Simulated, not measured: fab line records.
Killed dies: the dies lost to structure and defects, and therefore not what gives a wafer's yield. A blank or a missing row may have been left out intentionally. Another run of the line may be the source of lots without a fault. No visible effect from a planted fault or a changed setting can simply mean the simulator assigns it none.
Which tool is to blame? + flow nand harc + 13 lots, 39 wafers sampled, at 4 steps of a route of 1302

WHAT THE GAUGES SHOWED, per wafer
Not one reading of a measure or inspect step in the record can be checked against a usual standard deviation.

WHICH TOOL RAN EACH LOT (tool, then ch and the chambers of the sampled wafers, then the start)
| lot  | NHARC_P_M0_DEP_32               | NHARC_P_M1_PEB_07                 | NHARC_P_M1_ETCH_35                 | NHARC_P_M1_PVD_20        |
|------|---------------------------------|-----------------------------------|------------------------------------|--------------------------|
| L938 | pecvd-02 ch 0,2, day 6 08:15    | litho track-06 ch 0, day 6 09:25  | rie diel-11 ch 0,1,2, day 6 09:46  | pvd sputter-03, no start |
| L939 | pecvd-04 ch 0,2, day 6 12:00    | litho track-01 ch 0, day 6 13:01  | rie diel-11 ch 0,2,3, day 6 13:23  | pvd sputter-01, no start |
| L940 | pecvd-01 ch 0,1, day 7 04:59    | litho track-01 ch 0, day 7 06:02  | rie diel-11 ch 0,1,2, day 7 06:23  | pvd sputter-01, no start |
| L941 | pecvd-04 ch 0,1, day 7 06:34    | litho track-04 ch 0, day 7 07:41  | rie diel-06 ch 1,2,3, day 7 08:04  | pvd sputter-02, no start |
| L945 | pecvd-04 ch 0,1, day 8 22:24    | litho track-01 ch 0, day 8 23:33  | rie diel-11 ch 0,2,3, day 8 23:55  | pvd sputter-01, no start |
| L946 | pecvd-01 ch 0,2, day 9 09:43    | litho track-01 ch 0, day 9 10:45  | rie diel-06 ch 0,1, day 9 11:06    | pvd sputter-03, no start |
| L947 | pecvd-01 ch 0,1, day 9 16:32    | litho track-01 ch 0, day 9 17:42  | rie diel-09 ch 0,1, day 9 18:04    | pvd sputter-02, no start |
| L948 | pecvd-01 ch 0,1,2, day 10 04:34 | litho track-01 ch 0, day 10 05:44 | rie diel-06 ch 0,1,2, day 10 06:07 | pvd sputter-03, no start |
| L949 | pecvd-01 ch 0,1,2, day 10 21:23 | litho track-01 ch 0, day 10 22:33 | rie diel-06 ch 0,1,3, day 10 22:54 | pvd sputter-01, no start |
| L950 | pecvd-02 ch 0,2, day 11 02:43   | litho track-01 ch 0, day 11 03:49 | rie diel-06 ch 2,3, day 11 04:10   | pvd sputter-02, no start |
| L951 | pecvd-01 ch 0,1, day 12 06:01   | litho track-01 ch 0, day 12 07:09 | rie diel-11 ch 0,1, day 12 07:30   | pvd sputter-01, no start |
| L952 | pecvd-01 ch 0,1,2, day 12 07:31 | litho track-06, day 12 08:34      | rie diel-11 ch 0,2,3, day 12 08:55 | pvd sputter-02, no start |
| L960 | pecvd-01 ch 0,1,2, day 15 10:39 | litho track-06 ch 0, day 15 11:49 | rie diel-11 ch 0,2, day 15 12:10   | pvd sputter-02, no start |
- NHARC_P_M0_DEP_32: deposits SiCN, target thk 30 nm.
- NHARC_P_M1_PEB_07: peb time 65 s.
- NHARC_P_M1_ETCH_35: etches the open film in N2/H2, target depth 40 nm, overetch 12 nm, time 43.94 s.
- NHARC_P_M1_PVD_20: deposits TaN, target thk 5 nm, time 8.06 s.

AS READ BY THE TOOLS THEMSELVES (means over the sampled wafers that have a number; for cases with no such wafer, the mark the record gives instead)
NHARC_P_M0_DEP_32.
| lot  | tool     | heater power outer w (W) | heater power w (W) | rf fwd power W (W) |
|------|----------|--------------------------|--------------------|--------------------|
| L938 | pecvd-02 | 308                      | 568                | 448.8              |
| L939 | pecvd-04 | 327                      | 587                | 448.9              |
| L940 | pecvd-01 | 304                      | 540                | 448.1              |
| L941 | pecvd-04 | 333                      | 596                | 448.6              |
| L945 | pecvd-04 | 350                      | 628                | 448.4              |
| L946 | pecvd-01 | 366                      | 616                | 449.7              |
| L947 | pecvd-01 | 406                      | 661                | 449.1              |
| L948 | pecvd-01 | 360                      | 615                | 450.7              |
| L949 | pecvd-01 | 367                      | 635                | 450.1              |
| L950 | pecvd-02 | 255                      | 493                | 448.7              |
| L951 | pecvd-01 | 422                      | 696                | 451.6              |
| L952 | pecvd-01 | 384                      | 638                | 448.9              |
| L960 | pecvd-01 | 357                      | 608                | 450.2              |

NHARC_P_M1_PEB_07.
| lot  | tool           | chill plate temp C (C) | exhaust pa (Pa) | plate temp C (C) |
|------|----------------|------------------------|-----------------|------------------|
| L938 | litho track-06 | 22.96                  | 45.4            | 100.04           |
| L939 | litho track-01 | 23.05                  | 45.7            | 100.14           |
| L940 | litho track-01 | 22.99                  | 45.3            | 100.23           |
| L941 | litho track-04 | 23.08                  | 43.6            | 100.03           |
| L945 | litho track-01 | 23.04                  | 45.7            | 100.09           |
| L946 | litho track-01 | 22.94                  | 45.6            | 100.09           |
| L947 | litho track-01 | 22.91                  | 45.2            | 100.04           |
| L948 | litho track-01 | 23.03                  | 44.2            | 100.09           |
| L949 | litho track-01 | 23.07                  | 45.7            | 100.08           |
| L950 | litho track-01 | 22.93                  | 44.7            | 100.07           |
| L951 | litho track-01 | 22.96                  | 44.2            | 99.95            |
| L952 | litho track-06 | -                      | -               | -                |
| L960 | litho track-06 | 22.97                  | 45.6            | 99.97            |

NHARC_P_M1_ETCH_35.
| lot  | tool        | drypump motor current A (A) | mfc ar sccm (sccm) | oes product au (a.u.) | rf fwd power W (W) | rf vpp V (V) | showerhead plenum p Torr (Torr) | throttle valve pct (%) |
|------|-------------|-----------------------------|--------------------|-----------------------|--------------------|--------------|---------------------------------|------------------------|
| L938 | rie diel-11 | 5.8                         | 0.006              | 0.994                 | 394.4              | 431.6        | 2.07                            | 14.160                 |
| L939 | rie diel-11 | 5.9                         | 0.006              | 0.993                 | 397.1              | 430.1        | 2.03                            | 14.171                 |
| L940 | rie diel-11 | 5.8                         | 0.006              | 0.990                 | 395.1              | 431.2        | 2.07                            | 14.162                 |
| L941 | rie diel-06 | 6.0                         | 0.009              | 0.998                 | 396.2              | 430.1        | 2.04                            | 14.172                 |
| L945 | rie diel-11 | 6.0                         | 0.006              | 0.997                 | 396.4              | 430.1        | 2.03                            | 14.185                 |
| L946 | rie diel-06 | 5.7                         | 0.010              | 1.016                 | 394.1              | 431.9        | 2.10                            | 14.175                 |
| L947 | rie diel-09 | 6.0                         | 0.005              | 1.013                 | 394.4              | 429.2        | 2.00                            | 14.177                 |
| L948 | rie diel-06 | 5.8                         | 0.014              | 1.003                 | 395.6              | 431.4        | 2.04                            | 14.164                 |
| L949 | rie diel-06 | 6.0                         | 0.007              | 1.003                 | 394.9              | 431.0        | 2.05                            | 14.169                 |
| L950 | rie diel-06 | 6.0                         | 0.014              | 0.998                 | 397.1              | 429.1        | 1.98                            | 14.175                 |
| L951 | rie diel-11 | 5.6                         | 0.001              | 0.987                 | 395.8              | 432.8        | 2.12                            | 14.171                 |
| L952 | rie diel-11 | 6.0                         | 0.006              | 0.985                 | 395.3              | 429.9        | 2.03                            | 14.180                 |
| L960 | rie diel-11 | 6.0                         | 0.012              | 0.986                 | 396.1              | 428.6        | 2.01                            | 14.170                 |

NHARC_P_M1_PVD_20.
| lot  | tool           | throttle valve pct (%) |
|------|----------------|------------------------|
| L938 | pvd sputter-03 | 29.5                   |
| L939 | pvd sputter-01 | 30.2                   |
| L940 | pvd sputter-01 | 30.0                   |
| L941 | pvd sputter-02 | 31.2                   |
| L945 | pvd sputter-01 | 28.8                   |
| L946 | pvd sputter-03 | 30.2                   |
| L947 | pvd sputter-02 | 31.0                   |
| L948 | pvd sputter-03 | 30.5                   |
| L949 | pvd sputter-01 | 29.1                   |
| L950 | pvd sputter-02 | 31.2                   |
| L951 | pvd sputter-01 | 30.3                   |
| L952 | pvd sputter-02 | 31.2                   |
| L960 | pvd sputter-02 | 31.0                   |

THE ANSWER, worked out from the rows above alone
Rule: what is usual is taken from the lots themselves. The widest of any qualifying gaps counts: lots, ordered by their means at a reading, are off when they make up no more than a third of the lots, leave a main group of 4 or more, and stand apart from it by 3 or more times the standard deviation of that group's means. The tables above print the reading to a certain number of digits; a main group whose means all agree to those digits is not used. Also off: a lot with no number at a reading for which 4 or more lots have one. Any other lot the step has rows for is counted as sound. Order of review: gauges by route order, followed by the tools' own readings, for which a lot's mean as printed above is used. The first step at which some lot is off is used, and at that step the reading that is off furthest; a lot without a number counts as furthest.
Off: L952, at NHARC_P_M1_PEB_07 (chill plate temp C). Without a number there: L952. The main group has a mean of 22.99 C with a standard deviation of 0.055.
If a tool, at that step or one of the process steps before it, ran each lot that is off and ran no sound lot following the first of them, it fits. Not one of the candidates tried fits.

WHAT THE SIMULATOR HAD PUT IN
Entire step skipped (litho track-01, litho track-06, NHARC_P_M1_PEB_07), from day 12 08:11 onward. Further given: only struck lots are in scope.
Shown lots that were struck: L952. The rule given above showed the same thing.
